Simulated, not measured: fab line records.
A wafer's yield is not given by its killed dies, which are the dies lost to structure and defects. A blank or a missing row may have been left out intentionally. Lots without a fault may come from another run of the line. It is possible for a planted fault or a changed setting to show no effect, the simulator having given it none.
fab line records -- flow nand_harc
[record] lots = 15, wafers = 45, last_day = 33
route steps=1302 shown P_GATE@205 P_CONTACT@248 P_M0@261
lots that met no fault: taken from a fault-free run of the same line
start_h: hours from the record's opening day to when the first of the lot's shown wafers began -- wait_h: hours elapsed since this lot's preceding step -- " repeats the value in the row above -- L1.1+2: a single row standing in for several wafers -- - no value, or no start given -- * or withheld: withheld -- < > ~ a bound
route shown NAME@n: names a module that has steps shown in the file, with the first one's number in the route -- usual: mean and standard deviation over wafers with no fault -- same: alike in all rows -- chamber/n: place in a boat -- sites: the reading at each site -- _std_site: their standard deviation -- _edge_site: outer sites' mean less inner sites' -- radius_mm: how far each site lies from the wafer's centre -- mask NAME#n: copy n -- behind: the most recent tool/chamber to have shaped the wafer -- hold: why the lot went on hold/how many hours it stayed there/how the hold came to an end -- device: names the non-switching transistor (n, p or np) -- end of line: the tests these same wafers got at the end of their route -- step lacking rows: just its recipe -- killed: not the wafer's yield, but the dies lost to structure and defects at the first sort -- map: per-die view of a wafer (x killed, . not killed, _ where there is no die)
set.NAME: the setting that was run; set.NAME@STEP: the one run at that earlier step -- model.NAME: the simulator's own value behind a step, which no gauge read
steps of the route over a sample of lots; a table a step, a row a wafer
services: the hour from which a tool's chamber was out of use, counted from the record's first day as start_h (under 0 if before that day), plus the number of hours and why
[[steps]]
[step NHARC_P_GATE_STRIP_95]
[recipe] power_w = 1500, temp_c = 250, chemistry = O2
[usual] drypump_motor_current_A = 6.2/0.38, heater_power_w = 336/26, rf_refl_power_W = 19.5/2.9
lot.wafer,tool,chamber,start_h,wait_h,drypump_motor_current_A,heater_power_w,rf_hours_counter_h,rf_refl_power_W
L666.1,plasma_asher-02,0,111.02,0.6,6.6,358,7,20.6
L666.2,plasma_asher-02,1,111.02,0.6,5.9,317,7,20.0
L666.5,plasma_asher-02,1,111.02,0.6,5.9,318,-,19.6
L669.1,plasma_asher-02,0,139.93,0.5,6.6,362,13,20.4
L669.3,plasma_asher-02,1,139.93,0.5,5.9,315,-,20.1
L669.5,plasma_asher-02,0,139.93,0.5,6.6,360,-,20.1
L670.2,plasma_asher-02,1,152.92,0.6,6.0,313,17,18.6
L670.1,plasma_asher-02,0,152.92,0.6,6.6,354,17,21.1
L670.5,plasma_asher-02,1,152.92,0.6,5.9,318,-,19.1
L672.1,plasma_asher-02,0,172.19,0.6,6.6,359,21,20.9
L672.3,plasma_asher-02,0,172.19,0.6,6.6,366,-,21.6
L672.5,plasma_asher-02,1,172.19,0.6,6.0,317,-,19.7
L671.1,plasma_asher-02,0,172.99,0.6,6.6,358,22,19.1
L671.2,plasma_asher-02,1,172.99,0.6,5.9,309,22,18.9
L671.5,plasma_asher-02,1,172.99,0.6,6.0,308,-,18.3
L676.2,plasma_asher-02,1,222.99,0.6,5.9,317,32,20.1
L676.3,plasma_asher-02,0,222.99,0.6,6.6,368,-,20.9
L676.6,plasma_asher-02,0,222.99,0.6,6.6,357,-,20.1
L677.2,plasma_asher-02,0,229.34,0.6,6.6,359,35,20.7
L677.1,plasma_asher-02,1,229.34,0.6,5.9,310,35,18.8
L677.6,plasma_asher-02,1,229.34,0.6,5.9,314,-,19.3
L678.2,plasma_asher-02,0,232.14,0.6,6.6,356,37,19.6
L678.1,plasma_asher-02,1,232.14,0.6,5.9,319,37,19.6
L678.5,plasma_asher-02,0,232.14,0.6,6.6,365,-,19.9
L679.1,plasma_asher-01,1,240.13,0.6,5.7,358,10,24.0
L679.4,plasma_asher-01,1,240.13,0.6,5.7,358,-,23.9
L679.6,plasma_asher-01,1,240.13,0.6,5.7,353,-,23.9
L680.2,plasma_asher-02,0,264.19,0.5,6.6,367,2,20.6
L680.3,plasma_asher-02,1,264.19,0.5,5.9,309,-,18.9
L680.5,plasma_asher-02,0,264.19,0.5,6.6,375,-,22.1
L683.1,plasma_asher-01,0,283.86,0.5,5.7,317,18,12.2
L683.6,plasma_asher-01,1,283.86,0.5,5.7,366,-,24.4
L683.5,plasma_asher-01,0,283.86,0.5,5.7,313,-,10.5
L685.1,plasma_asher-01,1,302.96,0.6,5.7,349,22,25.0
L685.2,plasma_asher-01,0,302.96,0.6,5.7,319,22,11.9
L685.3,plasma_asher-01,0,302.96,0.6,5.7,316,-,10.6
L686.2,plasma_asher-02,0,310.52,0.5,6.6,377,11,20.4
L686.4,plasma_asher-02,1,310.52,0.5,6.0,303,-,19.4
L686.5,plasma_asher-02,1,310.52,0.5,6.0,311,-,19.8
L687.3,plasma_asher-02,1,321.68,0.4,5.9,305,-,19.1
L687.4,plasma_asher-02,0,321.68,0.4,6.6,369,-,20.3
L687.6,plasma_asher-02,1,321.68,0.4,5.9,297,-,19.7
L689.1,plasma_asher-02,0,346.46,0.6,6.6,367,19,20.3
L689.2,plasma_asher-02,1,346.46,0.6,6.0,303,19,19.3
L689.6,plasma_asher-02,1,346.46,0.6,5.9,317,-,19.5
[step NHARC_P_CONTACT_CVD_23]
[recipe] target_thk_a = 2000, temp_c = 300, pressure_torr = 40, wf6_flow_sccm = 40, h2_flow_sccm = 1600, ar_flow_sccm = 1560, time_s = 557, material = W
[usual] heater_power_w = 433/71, susceptor_temp_C = 300.01/0.2, throttle_valve_pct = 7.77/0.28
[same] time_s = 557
lot.wafer,tool,chamber,start_h,wait_h,heater_power_w,susceptor_temp_C,throttle_valve_pct
L666.1,cvd_w-02,1,-,-,434,300.18,8.22
L666.2,cvd_w-02,0,-,-,356,299.71,7.49
L666.5,cvd_w-02,0,-,-,356,299.78,7.40
L669.1,cvd_w-01,0,-,-,542,300.06,7.97
L669.3,cvd_w-01,1,-,-,384,300.15,8.07
L669.5,cvd_w-01,1,-,-,389,300.01,8.00
L670.1,cvd_w-01,0,-,-,544,299.72,7.76
L670.2,cvd_w-01,1,-,-,392,299.94,8.08
L670.5,cvd_w-01,0,-,-,522,299.74,7.68
L672.1,cvd_w-02,1,-,-,441,299.82,8.12
L672.3,cvd_w-02,1,-,-,445,300.17,8.28
L672.5,cvd_w-02,0,-,-,352,300.18,7.44
L671.1,cvd_w-02,0,-,-,355,300.12,7.44
L671.2,cvd_w-02,1,-,-,426,299.95,8.03
L671.5,cvd_w-02,0,-,-,362,299.92,7.59
L676.2,cvd_w-01,0,-,-,553,-,7.47
L676.3,cvd_w-01,0,-,-,528,-,7.58
L676.6,cvd_w-01,1,-,-,393,-,7.86
L677.1,cvd_w-02,0,-,-,361,-,7.56
L677.2,cvd_w-02,1,-,-,443,-,8.02
L677.6,cvd_w-02,0,-,-,359,-,7.50
L678.2,cvd_w-02,1,-,-,423,299.88,8.05
L678.1,cvd_w-02,0,-,-,350,300.19,7.59
L678.5,cvd_w-02,1,-,-,437,299.90,8.22
L679.1,cvd_w-01,0,-,-,544,-,7.31
L679.4,cvd_w-01,0,-,-,531,-,7.63
L679.6,cvd_w-01,0,-,-,536,-,7.37
L680.2,cvd_w-01,1,-,-,399,300.26,7.69
L680.3,cvd_w-01,0,-,-,551,299.97,7.45
L680.5,cvd_w-01,0,-,-,544,299.98,7.45
L683.1,cvd_w-01,1,-,-,381,300.18,8.04
L683.5,cvd_w-01,0,-,-,545,299.74,7.54
L683.6,cvd_w-01,1,-,-,392,300.22,7.74
L685.1,cvd_w-01,1,-,-,390,299.78,8.12
L685.2,cvd_w-01,0,-,-,540,299.92,7.80
L685.3,cvd_w-01,0,-,-,531,300.08,7.49
L686.2,cvd_w-01,0,-,-,554,299.74,7.63
L686.4,cvd_w-01,0,-,-,544,299.83,7.53
L686.5,cvd_w-01,1,-,-,387,300.27,7.92
L687.3,cvd_w-02,1,-,-,440,-,8.04
L687.4,cvd_w-02,0,-,-,376,-,7.62
L687.6,cvd_w-02,0,-,-,373,-,7.55
L689.2,cvd_w-02,1,-,-,441,-,8.05
L689.1,cvd_w-02,0,-,-,374,-,7.61
L689.6,cvd_w-02,1,-,-,436,-,7.93
[step NHARC_P_M0_PEB_07]
[recipe] peb_temp_c = 100, peb_time_s = 65
[usual] chill_plate_temp_C = 23.01/0.11, exhaust_pa = 45.1/0.87
lot.wafer,tool,chamber,start_h,wait_h,chill_plate_temp_C,exhaust_pa
L666.1,litho_track-01,0,118.69,0.1,22.97,45.1
L666.2,litho_track-01,0,118.69,0.1,22.98,44.7
L666.5,litho_track-01,0,118.69,0.1,23.10,44.6
L669.1,litho_track-04,0,147.31,0.1,23.25,44.5
L669.3,litho_track-04,0,147.31,0.1,23.13,46.9
L669.5,litho_track-04,0,147.31,0.1,23.21,45.1
L670.1,litho_track-04,0,160.55,0.1,22.95,44.9
L670.2,litho_track-04,0,160.55,0.1,23.12,45.6
L670.5,litho_track-04,0,160.55,0.1,22.98,46.9
L672.1,litho_track-04,0,179.61,0.1,23.05,46.7
L672.3,litho_track-04,0,179.61,0.1,23.00,44.9
L672.5,litho_track-04,0,179.61,0.1,23.05,44.9
L671.1,litho_track-04,0,180.53,0.1,22.98,45.8
L671.2,litho_track-04,0,180.53,0.1,22.97,45.4
L671.5,litho_track-04,0,180.53,0.1,22.88,44.0
L676.2,litho_track-06,-,230.61,0.1,-,-
L676.3,litho_track-06,-,230.61,0.1,-,-
L676.6,litho_track-06,-,230.61,0.1,-,-
L677.1,litho_track-06,-,236.75,0.1,-,-
L677.2,litho_track-06,-,236.75,0.1,-,-
L677.6,litho_track-06,-,236.75,0.1,-,-
L678.1,litho_track-04,-,239.93,0.1,-,-
L678.2,litho_track-04,-,239.93,0.1,-,-
L678.5,litho_track-04,-,239.93,0.1,-,-
L679.1,litho_track-06,0,247.62,0.1,23.02,45.9
L679.4,litho_track-06,0,247.62,0.1,22.95,44.6
L679.6,litho_track-06,0,247.62,0.1,23.02,46.3
L680.2,litho_track-04,0,271.68,0.1,22.99,44.4
L680.3,litho_track-04,0,271.68,0.1,23.04,44.3
L680.5,litho_track-04,0,271.68,0.1,22.92,45.1
L683.1,litho_track-04,0,291.45,0.1,22.92,44.8
L683.5,litho_track-04,0,291.45,0.1,22.75,44.8
L683.6,litho_track-04,0,291.45,0.1,22.79,45.0
L685.1,litho_track-06,0,310.52,0.1,22.90,44.8
L685.2,litho_track-06,0,310.52,0.1,22.88,45.4
L685.3,litho_track-06,0,310.52,0.1,22.88,45.5
L686.2,litho_track-04,0,318.01,0.1,23.01,45.3
L686.4,litho_track-04,0,318.01,0.1,23.01,45.1
L686.5,litho_track-04,0,318.01,0.1,23.16,44.9
L687.3,litho_track-01,0,329.12,0.0,22.98,42.9
L687.4,litho_track-01,0,329.12,0.0,22.95,44.6
L687.6,litho_track-01,0,329.12,0.0,23.04,43.7
L689.1,litho_track-01,0,353.91,0.1,22.91,45.3
L689.2,litho_track-01,0,353.91,0.1,23.09,45.6
L689.6,litho_track-01,0,353.91,0.1,23.00,45.6
[step NHARC_P_M0_PRE_CLEAN_29]
[recipe] time_s = 30, temp_c = 280, gas = H2/He
[usual] heater_power_w = 427/40, susceptor_temp_C = 280.00/0.18
[same] time_s = 30
lot.wafer,tool,chamber,start_h,wait_h,heater_power_w,susceptor_temp_C
L666.1,pvd_sputter-01,-,-,-,403,280.23
L666.2,pvd_sputter-01,-,-,-,396,279.97
L666.5,pvd_sputter-01,-,-,-,411,279.93
L669.3,pvd_sputter-01,-,-,-,448,280.16
L669.1,pvd_sputter-01,-,-,-,397,280.12
L669.5,pvd_sputter-01,-,-,-,386,279.88
L670.2,pvd_sputter-01,-,-,-,477,-
L670.1,pvd_sputter-01,-,-,-,443,-
L670.5,pvd_sputter-01,-,-,-,471,-
L672.3,pvd_sputter-02,-,-,-,493,280.02
L672.1,pvd_sputter-02,-,-,-,506,280.12
L672.5,pvd_sputter-02,-,-,-,393,280.19
L671.1,pvd_sputter-02,-,-,-,394,279.80
L671.2,pvd_sputter-02,-,-,-,484,279.59
L671.5,pvd_sputter-02,-,-,-,418,279.76
L676.2,pvd_sputter-02,-,-,-,474,280.11
L676.3,pvd_sputter-02,-,-,-,494,280.16
L676.6,pvd_sputter-02,-,-,-,395,280.25
L677.1,pvd_sputter-01,-,-,-,389,280.45
L677.2,pvd_sputter-01,-,-,-,477,280.22
L677.6,pvd_sputter-01,-,-,-,397,279.91
L678.1,pvd_sputter-01,-,-,-,479,280.16
L678.2,pvd_sputter-01,-,-,-,400,280.29
L678.5,pvd_sputter-01,-,-,-,463,279.81
L679.4,pvd_sputter-01,-,-,-,381,279.96
L679.1,pvd_sputter-01,-,-,-,471,280.09
L679.6,pvd_sputter-01,-,-,-,465,280.30
L680.3,pvd_sputter-03,-,-,-,415,-
L680.2,pvd_sputter-03,-,-,-,346,-
L680.5,pvd_sputter-03,-,-,-,415,-
L683.1,pvd_sputter-02,-,-,-,486,279.96
L683.6,pvd_sputter-02,-,-,-,481,280.27
L683.5,pvd_sputter-02,-,-,-,470,279.72
L685.1,pvd_sputter-01,-,-,-,458,279.75
L685.3,pvd_sputter-01,-,-,-,476,279.72
L685.2,pvd_sputter-01,-,-,-,398,280.13
L686.2,pvd_sputter-02,-,-,-,421,-
L686.4,pvd_sputter-02,-,-,-,390,-
L686.5,pvd_sputter-02,-,-,-,426,-
L687.3,pvd_sputter-02,-,-,-,492,279.81
L687.4,pvd_sputter-02,-,-,-,398,280.23
L687.6,pvd_sputter-02,-,-,-,481,279.97
L689.2,pvd_sputter-03,-,-,-,419,280.00
L689.1,pvd_sputter-03,-,-,-,335,280.12
L689.6,pvd_sputter-03,-,-,-,417,280.07
[[services]]
tool,chamber,start_h,hours,kind
cvd_w-02,-,88.00,13.0,pm
pvd_sputter-02,-,104.00,10.0,pm
cvd_w-01,-,110.34,0.6,repair
litho_track-01,-,155.00,7.0,pm
plasma_asher-01,-,165.00,9.0,pm
litho_track-06,-,179.00,7.0,pm
pvd_sputter-03,-,180.95,10.0,pm
cvd_w-01,-,185.00,13.0,pm
pvd_sputter-03,-,192.77,2.6,repair
litho_track-04,-,203.00,7.0,pm
pvd_sputter-02,-,207.87,0.5,repair
plasma_asher-01,-,224.70,11.9,repair
pvd_sputter-01,-,226.00,10.0,pm
plasma_asher-02,-,249.28,9.0,pm
cvd_w-02,-,269.00,13.0,pm
pvd_sputter-02,-,273.09,8.9,repair
pvd_sputter-02,-,282.00,10.0,pm
cvd_w-02,-,294.87,1.0,repair
pvd_sputter-03,-,298.99,0.8,repair
pvd_sputter-03,-,303.09,4.9,repair
litho_track-01,-,330.00,7.0,pm
pvd_sputter-03,-,333.55,8.2,repair
plasma_asher-01,-,342.00,9.0,pm
litho_track-06,-,354.00,7.0,pm
[[key]]
[first_sign] step = NHARC_P_M0_PEB_07, reading = tool_record, direction = missing
effect none on later readings
met_at NHARC_P_M0_PEB_07
struck_lots L676,L677,L678
later_rows_left_out L676.2,L676.3,L676.6,L677.1,L677.2,L677.6,L678.1,L678.2,L678.5
sort_left_out L676.2,L676.3,L676.6,L677.1,L677.2,L677.6,L678.1,L678.2,L678.5
not_acting_at NHARC_P_GATE_STRIP_95,NHARC_P_CONTACT_CVD_23,NHARC_P_M0_PRE_CLEAN_29
onset_between 180.53 230.61
[fault] kind = skipped_step_whole, tool = litho_track-04,litho_track-06, chamber = -, onset_h = 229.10, steps = NHARC_P_M0_PEB_07, scope = struck_lots_only
// sort_left_out: the simulated sort isn't trusted on such a fault, so these wafers' sort isn't shown, and their yield isn't known
// later_rows_left_out: the simulator's readings of these wafers behind a module that went badly wrong aren't trusted and aren't shown, but for the sort
